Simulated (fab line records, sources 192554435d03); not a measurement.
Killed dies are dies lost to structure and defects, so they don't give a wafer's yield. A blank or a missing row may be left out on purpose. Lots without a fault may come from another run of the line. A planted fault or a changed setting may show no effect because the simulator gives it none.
Which tool did it? | flow n5_finfet | 12 lots, 34 wafers sampled, at 4 steps of a route of 1938

WHAT THE GAUGES READ, wafer by wafer
N5_HKMG_FIN_OVL_MEAS_13. Usual: NWFM_OVL 0.3 nm, standard deviation 0.63.
lot  | measured     | on         | NWFM_OVL (nm)  | flag
L432 | day 4 03:55  | overlay-02 | 0.8 0.0 1.5    |
L433 | day 4 08:05  | overlay-02 | -0.1 0.5 0.4   |
L434 | day 4 14:42  | overlay-02 | -0.5 -1.2 -1.0 |
L436 | day 5 01:47  | overlay-01 | 0.6 0.6 0.1    |
L444 | day 7 07:14  | overlay-01 | 0.6 1.0 0.9    |
L445 | day 7 12:46  | overlay-01 | 1.0 0.3 -0.9   |
L447 | day 7 20:51  | overlay-01 | 0.0 -0.2 -0.5  |
L449 | day 8 07:01  | overlay-01 | -0.1 0.9 0.1   |
L451 | day 8 23:46  | overlay-02 | 1.7 1.4        |
L452 | day 9 04:27  | overlay-02 | -0.7 -0.5 -0.5 |
L455 | day 9 23:16  | overlay-01 | -0.1 0.6 1.2   |
L454 | day 10 00:01 | overlay-01 | 0.6 1.7        |

N5_HKMG_FIN_INSPECT_14: inspects for defects (macro). Usual: raw_defect_count 2.2, standard deviation 1.3.
lot  | measured     | on                | raw_defect_count | flag
L432 | day 4 03:56  | defect_inspect-01 | 1 3 1            |
L433 | day 4 08:07  | defect_inspect-01 | 0 1 3            |
L434 | day 4 14:43  | defect_inspect-02 | 2 3 1            |
L436 | day 5 01:49  | defect_inspect-01 | 2 2 2            |
L444 | day 7 07:15  | defect_inspect-01 | >300 >300 >300   | OFF
L445 | day 7 12:48  | defect_inspect-01 | >300 >300 >300   | OFF
L447 | day 7 20:53  | defect_inspect-01 | 1 1 4            |
L449 | day 8 07:02  | defect_inspect-01 | 3 2 3            |
L451 | day 8 23:48  | defect_inspect-01 | 3 4              |
L452 | day 9 04:28  | defect_inspect-01 | 0 3 1            |
L455 | day 9 23:17  | defect_inspect-01 | 5 1 2            |
L454 | day 10 00:02 | defect_inspect-02 | 3 3              |

WHICH TOOL RAN EACH LOT (tool, then ch and the chambers of the sampled wafers, then the start)
lot  | N5_HKMG_FIN_STRIP_57              | N5_HKMG_FIN_WET_ETCH_76
L432 | rie_diel-01 ch 0,2, day 4 00:53   | wet_bench-05 ch 0,3,4, day 4 01:24
L433 | rie_diel-01 ch 1,2,3, day 4 05:03 | wet_bench-06 ch 1,5,7, day 4 05:34
L434 | rie_diel-05 ch 1,2,3, day 4 11:43 | wet_bench-01 ch 2,3,7, day 4 12:14
L436 | rie_diel-05 ch 0,1,3, day 4 22:45 | wet_bench-01 ch 2,4,7, day 4 23:17
L444 | rie_diel-05 ch 1,2, day 7 03:59   | wet_bench-06 ch 5,6,7, day 7 04:31
L445 | rie_diel-01 ch 0,1,3, day 7 09:44 | wet_bench-06 ch 1,5,7, day 7 10:16
L447 | rie_diel-06 ch 1,2,3, day 7 17:57 | wet_bench-05 ch 0,1,5, day 7 18:28
L449 | rie_diel-01 ch 0,1,2, day 8 03:58 | wet_bench-01 ch 0,2,6, day 8 04:30
L451 | rie_diel-01 ch 1,3, day 8 20:27   | wet_bench-01 ch 2,6, day 8 20:59
L452 | rie_diel-06 ch 0,1,3, day 9 01:07 | wet_bench-05 ch 1,3,7, day 9 01:38
L455 | rie_diel-06 ch 2,3, day 9 20:20   | wet_bench-01 ch 0,1,2, day 9 20:52
L454 | rie_diel-01 ch 1,2, day 9 21:02   | wet_bench-01 ch 0,7, day 9 21:34
- N5_HKMG_FIN_STRIP_57: strips in CF4.
- N5_HKMG_FIN_WET_ETCH_76: etches Al2O3 in dNH4OH, stops on La2O3, target depth 2.25 nm, rinse time 30 s.

WHAT THE TOOLS THEMSELVES READ (means of the sampled wafers that have a number; where no wafer has one, the mark that the record gives instead)
N5_HKMG_FIN_STRIP_57. Usual: cf4_flow_sccm 150.0 sccm, standard deviation 0.45; drypump_motor_current_A 5.6 A, standard deviation 0.43; oes_product_au 0.80 a.u., standard deviation 0.093; rf_vpp_V 271.5 V, standard deviation 1.2; showerhead_plenum_p_Torr 1.81 Torr, standard deviation 0.045; throttle_valve_pct 13.54 %, standard deviation 0.25.
lot  | tool        | cf4_flow_sccm (sccm) | drypump_motor_current_A (A) | oes_product_au (a.u.) | rf_vpp_V (V) | showerhead_plenum_p_Torr (Torr) | throttle_valve_pct (%) | flag
L432 | rie_diel-01 | 150.4                | 5.2                         | 0.83                  | 272.3        | 1.83                            | 13.43                  |
L433 | rie_diel-01 | 150.3                | 5.5                         | 0.75                  | 271.5        | 1.83                            | 13.63                  |
L434 | rie_diel-05 | 150.1                | 6.0                         | 0.87                  | 271.1        | 1.79                            | 13.56                  |
L436 | rie_diel-05 | 149.9                | 6.0                         | 0.83                  | 271.7        | 1.80                            | 13.43                  |
L444 | rie_diel-05 | 150.3                | 5.8                         | 0.89                  | 270.6        | 1.75                            | 13.50                  |
L445 | rie_diel-01 | 149.7                | 5.7                         | 0.79                  | 271.3        | 1.83                            | 13.60                  |
L447 | rie_diel-06 | 149.9                | 5.5                         | 0.76                  | 271.5        | 1.82                            | 13.64                  |
L449 | rie_diel-01 | 150.4                | 5.5                         | 0.86                  | 271.5        | 1.82                            | 13.37                  |
L451 | rie_diel-01 | 149.6                | 5.8                         | 0.75                  | 272.1        | 1.83                            | 13.73                  |
L452 | rie_diel-06 | 150.0                | 5.5                         | 0.80                  | 271.6        | 1.79                            | 13.63                  |
L455 | rie_diel-06 | 149.4                | 5.2                         | 0.87                  | 272.9        | 1.87                            | 13.37                  |
L454 | rie_diel-01 | 150.2                | 5.5                         | 0.85                  | 271.0        | 1.81                            | 13.38                  |

THE ANSWER, worked out from the rows above alone
Rule: a lot is off if the mean of its wafers that have a number lies more than 3 standard deviations from the usual mean. A lot without any number at a reading at which 4 lots or more have one is off too. The other lots that the step has rows for count as sound. The gauges are gone through in route order, then the tools' own readings, and for those a lot's mean is taken as printed above. The first step at which some lot is off is used, and at that step the reading that is off furthest; a lot without a number counts as furthest.
Off: L444, L445, at N5_HKMG_FIN_INSPECT_14 (raw_defect_count). Without a number there: L444, L445.
A tool fits if, at a process step before that reading, it ran every lot that is off, and no sound lot after the first of them. The gauges at N5_HKMG_FIN_INSPECT_14 are tried like those tools. One fits: wet_bench-06 at N5_HKMG_FIN_WET_ETCH_76. Its last sound lot is L433 (day 4 05:34), its first lot that is off L444 (day 7 04:31): a fault that began between those two fits.

WHAT THE SIMULATOR HAD PUT IN
Chamber particle source: wet_bench-06, from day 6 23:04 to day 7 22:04, at N5_HKMG_FIN_WET_ETCH_76. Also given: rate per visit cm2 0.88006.
Lots struck among those shown: L444, L445. The rule above found the same.
